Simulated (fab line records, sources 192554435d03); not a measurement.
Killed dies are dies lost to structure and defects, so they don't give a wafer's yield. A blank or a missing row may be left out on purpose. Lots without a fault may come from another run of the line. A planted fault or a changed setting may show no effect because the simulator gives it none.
Split-lot experiment | flow n5_finfet | 7 lots, 39 wafers read, on a route of 1938 steps

THE SPLIT
At N5_PASSIVATION_DEVELOP_43 (develop time 60 s), the setting develop_time_s was moved away from the recipe's 60 s on 18 of the 39 wafers read, by -45.9% to +38.0%. The other wafers ran this setting at the recipe's value.

FROM THE SPLIT TO THE READING: what the file shows between them, 1 step
- N5_PASSIVATION_HARDBAKE_45: time 120 s

THE READING
cd_nm, in nm, at N5_PASSIVATION_CD_MEAS_44 (target cd 40000 nm). Fault-free wafers of this fab line usually give 40000 nm, standard deviation 3.1 nm.

wafer  | tool, chamber at the split | develop_time_s as run, s | against the recipe | cd_nm, nm | against lot-mates on the recipe
L074.1 | litho_track-02, 0          | 60                       | recipe             | 39998     | -
L074.2 | litho_track-02, 0          | 46.47                    | -22.6%             | 39986     | -12
L074.3 | litho_track-02, 0          | 46.47                    | -22.6%             | 39986     | -12
L074.4 | litho_track-02, 0          | 46.47                    | -22.6%             | 39986     | -12
L074.5 | litho_track-02, 0          | 60                       | recipe             | 39997     | -
L074.6 | litho_track-02, 0          | 60                       | recipe             | 39998     | -
L080.1 | litho_track-04, 0          | 60                       | recipe             | 40001     | -
L080.4 | litho_track-04, 0          | 60                       | recipe             | 39998     | -
L080.6 | litho_track-04, 0          | 60                       | recipe             | 39998     | -
L087.1 | litho_track-05, 0          | 80.79                    | +34.7%             | 40008     | +9
L087.2 | litho_track-05, 0          | 80.79                    | +34.7%             | 40009     | +10
L087.3 | litho_track-05, 0          | 60                       | recipe             | 39999     | -
L087.4 | litho_track-05, 0          | 60                       | recipe             | 39998     | -
L087.5 | litho_track-05, 0          | 80.79                    | +34.7%             | 40010     | +11
L087.6 | litho_track-05, 0          | 60                       | recipe             | 39999     | -
L090.1 | litho_track-04, 0          | 77.62                    | +29.4%             | 40013     | +14
L090.2 | litho_track-04, 0          | 60                       | recipe             | 39994     | -
L090.3 | litho_track-04, 0          | 77.62                    | +29.4%             | 40009     | +10
L090.4 | litho_track-04, 0          | 60                       | recipe             | 40001     | -
L090.5 | litho_track-04, 0          | 77.62                    | +29.4%             | 40012     | +13
L090.6 | litho_track-04, 0          | 60                       | recipe             | 40003     | -
L088.1 | litho_track-05, 0          | 34.52                    | -42.5%             | 39976     | -25
L088.2 | litho_track-05, 0          | 34.52                    | -42.5%             | 39980     | -21
L088.3 | litho_track-05, 0          | 60                       | recipe             | 39999     | -
L088.4 | litho_track-05, 0          | 60                       | recipe             | 40000     | -
L088.5 | litho_track-05, 0          | 60                       | recipe             | 40005     | -
L088.6 | litho_track-05, 0          | 34.52                    | -42.5%             | 39983     | -18
L095.1 | litho_track-04, 0          | 32.47                    | -45.9%             | 39975     | -23
L095.2 | litho_track-04, 0          | 32.47                    | -45.9%             | 39973     | -25
L095.3 | litho_track-04, 0          | 60                       | recipe             | 39998     | -
L095.4 | litho_track-04, 0          | 60                       | recipe             | 40000     | -
L095.5 | litho_track-04, 0          | 60                       | recipe             | 39997     | -
L095.6 | litho_track-04, 0          | 32.47                    | -45.9%             | 39974     | -24
L096.1 | litho_track-05, 0          | 60                       | recipe             | 40007     | -
L096.2 | litho_track-05, 0          | 82.81                    | +38.0%             | 40016     | +11
L096.3 | litho_track-05, 0          | 82.81                    | +38.0%             | 40019     | +14
L096.4 | litho_track-05, 0          | 82.81                    | +38.0%             | 40020     | +15
L096.5 | litho_track-05, 0          | 60                       | recipe             | 40003     | -
L096.6 | litho_track-05, 0          | 60                       | recipe             | 40006     | -

THE FIT
A straight line over all 39 wafers: cd_nm changes by +0.467 nm for each +1% of develop_time_s; r = +0.96; the points scatter about the line by 3.5 nm.
The same after taking each lot's own level away (the mean of its wafers on the recipe; 39 wafers): +0.441 nm for each +1%; r = +0.97; scatter 2.6 nm.
On that fit, the largest move of develop_time_s shifts the reading by 20 nm.
The lots' own levels span 39997.7 to 40005.3 nm, that is 2.5 times the standard deviation above.
So the lot-to-lot level changes the slope little: the two slopes agree.
Check: with one of the wafers moved furthest among these (-45.9%) left out of the fit, the line predicts -21.4 nm for it against its lot-mates. It came out at -23.3 nm against them.

OTHER SPLITS ON THESE WAFERS
These wafers also went through other splits before the reading. Each is held against what the fit with the lots' levels taken away leaves over:
other split on the same wafers            | wafers away from the commonest value | r with cd_nm (lot level and that fit taken away)
N5_BEOL_M13_TRENCH_ETCH_34 target_depth_a | 18                                   | +0.09
N5_BEOL_M14_SPUTTER_43 target_thk_a       | 12                                   | -0.02

THE FILE'S OWN FIT
cd_nm changes by +0.441 nm for each +1% of develop_time_s, r = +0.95.
